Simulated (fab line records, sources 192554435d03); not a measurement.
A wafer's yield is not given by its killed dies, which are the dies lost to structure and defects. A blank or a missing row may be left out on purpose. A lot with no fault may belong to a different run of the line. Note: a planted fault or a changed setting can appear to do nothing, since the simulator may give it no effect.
fab line records | flow n5-finfet
[record] lots = 9 wafers = 27 last-day = 17
route steps=1938 shown SDB@347 HKMG_FIN@386 BEOL_M4@1111 PASSIVATION@1936
lots that met no fault: from a run of the same line without faults
start-h: start of the lot's first displayed wafer, in hours after the record's first day | wait-h: how many hours have passed since the lot's step before this one | " the same as in the row above | L1.1+2: a row that stands for several wafers | - value missing, or start not given | * or withheld: withheld | < > ~ a bound
route shown NAME@n: NAME is a module with steps in the file, n the number in the route of the first one | usual: the fault-free wafers' mean and standard deviation | same: alike in all rows | chamber/n: place in a boat | sites: each site's reading | _std_site: how widely they spread, as a standard deviation | _edge_site: mean of outer sites minus mean of inner sites | radius-mm: for every site, how far away it sits from the centre of the wafer | mask NAME#n: copy n | behind: the tool/chamber that last shaped the wafer | hold: why the lot was held/for how many hours/how that ended | device: whichever transistor did not switch (one of n, p or np) | end of line: the route-end tests of the same wafers | for a step that has no rows: nothing shown but its recipe | killed: dies that structure and defects cost at the first sort, which is not the same as the wafer's yield | map: a wafer's dies, x killed, . not, _ none there
set.NAME: the setting that was run; set.NAME@STEP: the one run at that earlier step | model.NAME: the simulator's own value behind a step, which no gauge read
the route's steps for a sample of lots (tables are steps, rows are wafers)
services: the hour from which a tool's chamber was out of use, counted from the record's first day as start-h (under 0 if before that day), plus the number of hours and why
[[steps]]
[step N5_SDB_HM_DEP_00]
[recipe] material = SiNx target-thk-a = 400 temp-c = 400 precursor = SiH4/NH3/N2 pressure-torr = 1.5 rf-w = 300 time-s = 35.3
[usual] heater-power-w = 849/110 showerhead-plenum-p-Torr = 5.15/0.095 throttle-valve-pct = 39.1/2
// columns lot.wafer tool chamber start-h wait-h heater-power-w showerhead-plenum-p-Torr throttle-valve-pct
L442.2 pecvd-01 1 67.87 0.0 1075 5.02 38.8
L442.3 " 2 " " 829 4.93 35.9
L442.4 " 2 " " 837 4.94 35.8
L444.3 pecvd-01 1 76.04 0.0 1066 5.02 38.8
L444.4 " 1 " " 1074 5.02 38.6
L444.6 " 0 " " 812 5.27 39.5
L448.4 pecvd-04 0 108.13 0.1 919 5.15 40.5
L448.5 " 1 " " 815 5.19 39.3
L448.6 " 2 " " 895 5.08 41.9
L451.1 pecvd-04 1 120.88 0.0 859 5.17 39.3
L451.3 " 0 " " 969 5.15 40.5
L451.5 " 2 " " 826 5.09 42.2
L452.3 pecvd-03 0 127.61 0.0 798 5.20 36.7
L452.4 " 0 " " 808 5.20 36.8
L452.5 " 2 " " 657 5.17 36.9
L455.1 pecvd-03 1 143.92 0.0 867 5.27 40.8
L455.4 " 1 " " 866 5.27 40.6
L455.5 " 2 " " 681 5.20 37.2
L456.2 pecvd-04 2 148.51 0.0 795 5.08 42.3
L456.4 " 2 " " 784 5.07 42.4
L456.6 " 1 " " 905 5.17 39.4
L464.1 pecvd-03 1 198.32 0.0 987 5.26 40.3
L464.2 " 0 " " 818 5.19 36.7
L464.3 " 2 " " 674 5.18 37.5
L465.1 pecvd-03 1 204.97 0.0 942 5.27 40.5
L465.2 " 0 " " 805 5.21 37.1
L465.6 " 0 " " 800 5.20 36.8
[step N5_SDB_CD_MEAS_11]
[recipe] target-cd-nm = 50 landing-energy-ev = 500 detector = se-inlens polarity = opening
[usual] cd-nm = 50.6/2.1
// columns lot.wafer tool chamber start-h wait-h cd-nm
L442.2 cd-sem-03 0 68.32 - 52.4
L442.3 " 0 " " 53.9
L442.4 " 0 " " 52.7
L444.3 cd-sem-02 0 76.37 - 52.3
L444.4 " 0 " " 52.4
L444.6 " 0 " " 49.4
L448.4 cd-sem-03 0 108.56 - 51.7
L448.5 " 0 " " 53.4
L448.6 " 0 " " 52.3
L451.1 cd-sem-02 0 121.33 - 54.7
L451.3 " 0 " " 54.6
L451.5 " 0 " " 53.4
L452.3 cd-sem-03 0 128.06 - 48.0
L452.4 " 0 " " 48.5
L452.5 " 0 " " 46.9
L455.1 cd-sem-02 0 144.37 - 51.3
L455.4 " 0 " " 48.6
L455.5 " 0 " " 50.2
L456.2 cd-sem-03 0 148.83 - 51.0
L456.4 " 0 " " 50.6
L456.6 " 0 " " 50.9
L464.1 cd-sem-02 0 198.65 - 53.0
L464.2 " 0 " " 53.3
L464.3 " 0 " " 53.4
L465.1 cd-sem-01 0 205.30 - 50.0
L465.2 " 0 " " 50.9
L465.6 " 0 " " 51.1
[step N5_SDB_DESCUM_16]
[recipe] chemistry = O2 time-s = 7.9 source-power-w = 50 bias-power-w = 20 pressure-mtorr = 20 rf-frequency-hz = 2.712e+07 temp-c = 40 resist = CAR-ArF o2-flow-sccm = 225
[usual] drypump-motor-current-A = 5.7/0.33 oes-product-au = 0.81/0.084 rf-vpp-V = 243.4/1.3 showerhead-plenum-p-Torr = 2.10/0.056 throttle-valve-pct = 20.35/0.29
// columns lot.wafer tool chamber start-h wait-h drypump-motor-current-A oes-product-au rf-hours-counter-h rf-vpp-V showerhead-plenum-p-Torr throttle-valve-pct
L442.2 rie-diel-06 2 68.99 0.6 5.6 0.88 41 244.1 2.12 20.42
L442.3 " 0 " " 5.6 0.91 12 243.4 2.03 19.73
L442.4 " 1 " " 5.9 0.70 209 244.6 2.14 20.44
L444.3 rie-diel-04 2 76.64 0.2 5.5 0.73 160 243.7 2.14 19.91
L444.4 " 1 " " 5.4 0.73 178 244.5 2.09 20.32
L444.6 " 0 " " 6.2 0.96 - 245.7 2.15 20.15
L448.4 rie-diel-01 2 108.64 0.0 5.8 0.70 218 239.7 1.97 20.75
L448.5 " 1 " " 5.6 0.76 - 243.8 2.18 20.84
L448.6 " 0 " " 5.1 0.91 - 244.3 2.16 20.34
L451.1 rie-diel-01 1 121.42 0.0 5.5 0.75 176 244.9 2.18 20.87
L451.3 " 0 " " 5.1 0.92 15 245.0 2.15 20.35
L451.5 " 3 " " 5.6 0.88 - 244.3 2.14 20.59
L452.3 rie-diel-06 3 128.15 0.0 6.0 0.84 80 244.3 2.11 20.20
L452.4 " 2 " " 5.7 0.86 65 243.6 2.11 20.48
L452.5 " 2 " " 5.7 0.85 - 243.4 2.11 20.46
L455.1 rie-diel-01 1 144.46 0.0 5.6 0.74 184 243.7 2.18 20.85
L455.4 " 0 " " 5.1 0.89 23 243.6 2.15 20.36
L455.5 " 2 " " 5.8 0.68 - 242.1 1.97 20.77
L456.2 rie-diel-04 0 148.92 0.0 6.2 0.89 32 243.1 2.14 20.18
L456.4 " 3 " " 6.2 0.81 69 241.3 2.04 20.24
L456.6 " 0 " " 6.2 0.89 - 243.7 2.14 20.18
L464.1 rie-diel-01 2 198.84 0.1 5.8 0.68 250 241.6 1.96 20.82
L464.2 " 3 " " 5.6 0.84 71 240.9 2.13 20.61
L464.3 " 1 " " 5.6 0.74 201 245.1 2.17 20.89
L465.1 rie-diel-01 3 205.39 0.0 5.5 0.83 75 245.7 2.13 20.62
L465.2 " 0 " " 5.1 0.86 42 243.9 2.14 20.37
L465.6 " 3 " " 5.5 0.83 - 244.6 2.13 20.63
[step N5_HKMG_FIN_HK_ALD_01]
[recipe] material = HfO2 target-thk-a = 16 temp-c = withheld ald-precursor-family = HfCl4 ald-co-reactant = H2O pulse-time-s = 3 purge-time-s = 3 co-reactant-purge-time-s = 2.5 co-reactant-pulse-time-s = 0.3 ald-cycles = 30
[usual] ald-cycles = 30/0 precursor-pulse-height-rel = 1.000/0.022
// columns lot.wafer tool chamber start-h wait-h ald-cycles precursor-pulse-height-rel
L442.2 ald-hk-03 1 74.12 0.0 30 1.023
L442.3 " 0 " " 30 0.997
L442.4 " 3 " " 30 0.954
L444.3 ald-hk-02 0 81.09 0.0 30 1.008
L444.4 " 2 " " 30 0.989
L444.6 " 0 " " 30 1.002
L448.4 ald-hk-02 1 113.40 0.0 30 1.002
L448.5 " 2 " " 30 0.980
L448.6 " 1 " " 30 0.991
L451.1 ald-hk-03 2 125.85 0.0 30 0.985
L451.3 " 0 " " 30 0.962
L451.5 " 2 " " 30 0.991
L452.3 ald-hk-01 0 132.91 0.0 30 1.018
L452.4 " 1 " " 30 0.972
L452.5 " 1 " " 30 1.048
L455.1 ald-hk-03 1 149.00 0.0 30 0.997
L455.4 " 0 " " 30 1.036
L455.5 " 1 " " 30 1.035
L456.2 ald-hk-01 0 153.60 0.0 30 1.040
L456.4 " 2 " " 30 1.007
L456.6 " 0 " " 30 0.998
L464.1 ald-hk-03 3 203.37 0.0 30 0.998
L464.2 " 2 " " 38 1.001
L464.3 " 1 " " 38 1.010
L465.1 ald-hk-03 3 209.82 0.0 30 0.980
L465.2 " 0 " " 38 1.013
L465.6 " 3 " " 30 1.010
[step N5_HKMG_FIN_THK_MEAS_70]
[recipe] thk-meas-gauge = xrf reads = HfO2_of_HKMG_FIN_HK_ALD_01
[usual] HK_THK = 1.578/0.021
// columns lot.wafer tool chamber start-h wait-h HK_THK[nm]
L442.2 film-metro-01 - 77.51 0.2 1.592
L442.3 " - " " 1.564
L442.4 " - " " 1.589
L444.3 film-metro-01 - 84.83 0.2 1.577
L444.4 " - " " 1.592
L444.6 " - " " 1.573
L448.4 film-metro-01 - 116.97 0.2 1.599
L448.5 " - " " 1.575
L448.6 " - " " 1.583
L451.1 film-metro-02 - 129.44 0.2 1.527
L451.3 " - " " 1.538
L451.5 " - " " 1.514
L452.3 film-metro-02 - 136.36 0.2 1.576
L452.4 " - " " 1.579
L452.5 " - " " 1.605
L455.1 film-metro-01 - 152.84 0.2 1.581
L455.4 " - " " 1.573
L455.5 " - " " 1.585
L456.2 film-metro-01 - 157.51 0.2 1.579
L456.4 " - " " 1.586
L456.6 " - " " 1.589
L464.1 film-metro-02 - 206.82 0.2 1.583
L464.2 " - " " 1.978
L464.3 " - " " 2.004
L465.1 film-metro-02 - 213.43 0.2 1.587
L465.2 " - " " 2.006
L465.6 " - " " 1.609
[step N5_BEOL_M4_RC_MEAS_101]
[usual] DIBL_N = 36.0/2.2 DIBL_P = 35.9/2.6 EOT_N = 10.51/0.098 EOT_P = 10.47/0.098 IGATE_N = 0.0129/0.0019 IGATE_P = 0.0038/0.00058 IOFF_N = 0.16/0.038 IOFF_P = 0.21/0.042 ION_N = 675/15 ION_P = 463/10 SS_N = 71.5/0.62 SS_P = 73.2/0.76 VT_N = 250/4.1 VT_P = -251/3.6
// columns lot.wafer tool chamber start-h wait-h DIBL_N[mV/V] DIBL_P[mV/V] EOT_N EOT_P IGATE_N[nA/um] IGATE_P[nA/um] IOFF_N[nA/um] IOFF_P[nA/um] ION_N[uA/um] ION_P[uA/um] SS_N[mV/dec] SS_P[mV/dec] VT_N[mV] VT_P[mV]
L442.2 prober-01 0 164.69 0.2 35.0 34.6 10.52 10.37 0.0146 0.0043 0.13 0.20 672 464 71.2 72.7 250 -250
L442.3 " 0 " " 32.8 32.3 10.42 10.37 0.0142 0.0042 0.11 0.17 658 457 70.6 72.4 256 -251
L442.4 " 0 " " 33.8 32.1 10.45 10.35 0.0143 0.0042 0.12 0.16 665 461 71.6 72.1 254 -251
L444.3 prober-02 0 168.92 0.3 36.3 37.2 10.52 10.48 0.0120 0.0036 0.17 0.21 675 458 72.3 73.5 249 -252
L444.4 " 0 " " 35.1 36.8 10.63 10.70 0.0096 0.0029 0.15 0.19 662 454 71.6 73.3 251 -252
L444.6 " 0 " " 32.8 34.1 10.44 10.55 0.0134 0.0040 0.12 0.16 672 463 70.7 72.1 253 -255
L448.4 prober-01 0 211.21 0.5 43.9 43.5 10.69 10.66 0.0099 0.0029 0.29 0.34 693 471 72.5 75.3 245 -245
L448.5 " 0 " " 41.1 40.2 10.47 10.42 0.0135 0.0039 0.22 0.26 687 469 72.6 74.2 243 -247
L448.6 " 0 " " 37.2 35.3 10.64 10.61 0.0097 0.0028 0.14 0.19 684 467 71.3 73.0 252 -255
L451.1 prober-02 0 215.85 0.0 37.8 37.3 10.29 10.25 0.0196 0.0058 0.16 0.19 675 459 71.2 73.3 252 -254
L451.3 " 0 " " 35.3 34.2 10.52 10.57 0.0109 0.0033 0.12 0.16 644 445 70.9 73.4 259 -256
L451.5 " 0 " " 35.8 33.6 10.38 10.43 0.0183 0.0055 0.13 0.15 653 446 71.9 72.5 256 -259
L452.3 prober-01 0 227.78 0.3 32.1 32.0 10.57 10.47 0.0126 0.0038 0.11 0.13 679 457 70.8 71.7 251 -258
L452.4 " 0 " " 37.1 37.1 10.47 10.44 0.0129 0.0038 0.16 0.19 687 463 72.5 72.6 250 -254
L452.5 " 0 " " 35.9 37.0 10.46 10.48 0.0116 0.0034 0.15 0.20 676 453 71.3 72.6 247 -252
L456.2 prober-02 0 247.47 0.2 36.8 35.6 10.58 10.43 0.0127 0.0039 0.16 0.23 677 467 70.6 73.3 249 -247
L456.4 " 0 " " 37.0 36.6 10.54 10.53 0.0122 0.0037 0.16 0.25 671 471 71.9 73.8 247 -248
L456.6 " 0 " " 36.8 36.4 10.51 10.54 0.0125 0.0038 0.16 0.24 685 473 71.2 72.4 250 -253
L455.1 prober-02 0 253.67 0.0 35.7 35.0 10.37 10.52 0.0136 0.0040 0.15 0.19 671 464 70.9 72.2 248 -250
L455.4 " 0 " " 32.8 31.4 10.56 10.59 0.0114 0.0033 0.11 0.15 670 458 70.7 72.1 253 -254
L455.5 " 0 " " 36.7 34.6 10.40 10.36 0.0131 0.0039 0.16 0.19 669 457 71.8 72.8 249 -250
L464.1 prober-01 0 306.25 0.0 37.4 40.0 10.61 10.49 0.0090 0.0027 0.21 0.26 678 458 71.8 74.5 242 -250
L464.2 " 0 " " 34.8 35.7 11.36 11.26 0.0006 0.0002 0.16 0.20 666 459 71.8 72.9 247 -252
L464.3 " 0 " " 39.5 42.7 11.45 11.36 0.0006 0.0002 0.26 0.30 679 462 73.2 75.0 242 -247
L465.1 prober-02 0 306.35 0.0 36.0 37.0 10.52 10.57 0.0114 0.0034 0.18 0.25 684 464 71.0 73.4 245 -248
L465.2 " 0 " " 37.6 38.9 11.55 11.50 0.0006 0.0002 0.21 0.30 680 467 71.5 74.1 242 -243
L465.6 " 0 " " 35.6 37.8 10.41 10.35 0.0144 0.0044 0.19 0.28 700 491 71.5 74.2 245 -245
[step N5_PASSIVATION_PROBE_49]
[usual] defect-limited-yield = 91.4/1.6 killed_at_M0_to_M3 = 35/10 killed_at_M4_up = 12/4.7 killed-at-contacts = 12/5.8 killed-at-front-end = 38/12 killed-at-other = 4/3.2 killed-dies = 102/18 killed-open = 68/14 killed-short = 32/8 sort_bin_4_leakage = 0.00/0.043 sort_bin_5_function = 5.1/0.96 sort_bin_6_memory = 3.2/0.77 sort_bin_8_speed = 0.1/0.39 sort-n-pass = 1078/20 sort-yield-pct = 91.3/1.7
[same] gross-dies = 1180 killed-at-back-side = 0
// columns lot.wafer tool chamber start-h wait-h defect-limited-yield[%] killed_at_M0_to_M3 killed_at_M4_up killed-at-contacts killed-at-front-end killed-at-other killed-dies killed-open killed-short sort_bin_4_leakage[%] sort_bin_5_function[%] sort_bin_6_memory[%] sort_bin_8_speed[%] sort-n-pass sort-yield-pct[%]
L456.2 prober-02 - 359.63 1.0 92.9 26 10 10 38 0 84 56 28 0 4.9 1.9 0 1096 92.9
L456.4 prober-02 - 359.73 1.1 89.4 33 18 25 45 4 125 91 34 0 5.4 4.7 0 1055 89.4
L456.6 prober-02 - 359.83 1.2 89.7 44 12 13 52 1 122 78 44 0 5.5 4.4 0 1058 89.7
// killed by level:class
L456.2 STI_FIN_REVEAL:geometric-particle:open=10 MOL_CONTACT_COAG:geometric-particle:open=9 BEOL_M0_SAQP:geometric-particle:short=9 FIN_SAQP:geometric-particle:open=8 GATE_CUT:geometric-particle:short=5 GATE_CUT:geometric-particle:open=5 BEOL_M0_SAQP:geometric-particle:open=5 BEOL_M4:geometric-particle:short=4
L456.4 MOL_CONTACT_COAG:geometric-particle:open=21 FIN_SAQP:geometric-particle:open=14 BEOL_M2:geometric-particle:open=13 STI_FIN_REVEAL:geometric-particle:open=8 FIN_SAQP:geometric-particle:short=7 BEOL_M4:geometric-particle:open=6 BEOL_M1:geometric-particle:open=5 MOL_CONTACT_COAG:geometric-particle:short=4
L456.6 FIN_SAQP:geometric-particle:open=16 BEOL_M0_SAQP:geometric-particle:short=16 MOL_CONTACT_COAG:geometric-particle:open=10 FIN_SAQP:geometric-particle:short=9 BEOL_M3:geometric-particle:open=9 BEOL_M1:geometric-particle:open=8 BEOL_M2:geometric-particle:open=7 DUMMY_GATE:geometric-particle:open=6
[[services]]
// columns tool chamber start-h hours kind
ald-hk-01 - 52.73 0.6 repair
rie-diel-04 - 56.67 2.8 pm
pecvd-03 0 58.36 21.2 repair
rie-diel-01 0 59.73 - clean
rie-diel-01 0 59.73 - consumable-replace:focus-ring
rie-diel-01 0 59.73 18.3 scheduled-down
rie-diel-01 0 59.73 18.3 vent-cycle
rie-diel-01 3 64.59 9.1 repair
ald-hk-03 - 65.97 2.2 repair
pecvd-04 - 68.87 14.6 pm
rie-diel-06 3 73.33 7.0 repair
pecvd-01 - 94.47 1.4 repair
rie-diel-04 0 102.22 2.3 repair
ald-hk-01 - 105.29 14.6 pm
ald-hk-03 - 111.05 8.7 pm
rie-diel-06 0 155.65 13.1 repair
ald-hk-02 - 160.80 0.7 repair
pecvd-04 - 168.14 0.8 repair
rie-diel-01 1 173.91 5.0 repair
rie-diel-06 1 187.11 16.2 repair
rie-diel-01 2 201.16 - clean
rie-diel-01 2 201.16 - consumable-replace:focus-ring
ald-hk-03 - 201.60 1.5 repair
rie-diel-04 1 204.77 9.1 repair
[[key]]
[first-sign] step = N5_HKMG_FIN_HK_ALD_01 reading = ald-cycles direction = up sigmas = 99+ usual = * struck = *
[effect] step = N5_HKMG_FIN_THK_MEAS_70 reading = HK_THK direction = up sigmas = 20 usual = 1.578 struck = 1.996
[effect] step = N5_BEOL_M4_RC_MEAS_101 reading = EOT_N direction = up sigmas = 9.6 usual = 10.51 struck = 11.45
[effect] step = N5_BEOL_M4_RC_MEAS_101 reading = EOT_P direction = up sigmas = 9.2 usual = 10.47 struck = 11.37
[effect] step = N5_BEOL_M4_RC_MEAS_101 reading = IGATE_N direction = down sigmas = 6.4 usual = 0.0129 struck = 0.0006
[effect] step = N5_BEOL_M4_RC_MEAS_101 reading = IGATE_P direction = down sigmas = 6.3 usual = 0.0038 struck = 0.0002
met-at N5_HKMG_FIN_HK_ALD_01
struck-lots L464,L465
struck-wafers L464.2,L464.3,L465.2
not-acting-at N5_SDB_HM_DEP_00,N5_SDB_CD_MEAS_11,N5_SDB_DESCUM_16
onset-between 149.00 203.37
[fault] kind = process-parameter-drift tool = ald-hk-03 chamber = - onset-h = 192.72 steps = N5_HKMG_FIN_HK_ALD_01 channel = ald-cycles offset = * shape = step end-h = 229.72 scope = struck-wafers-only acts-in = * stated = *
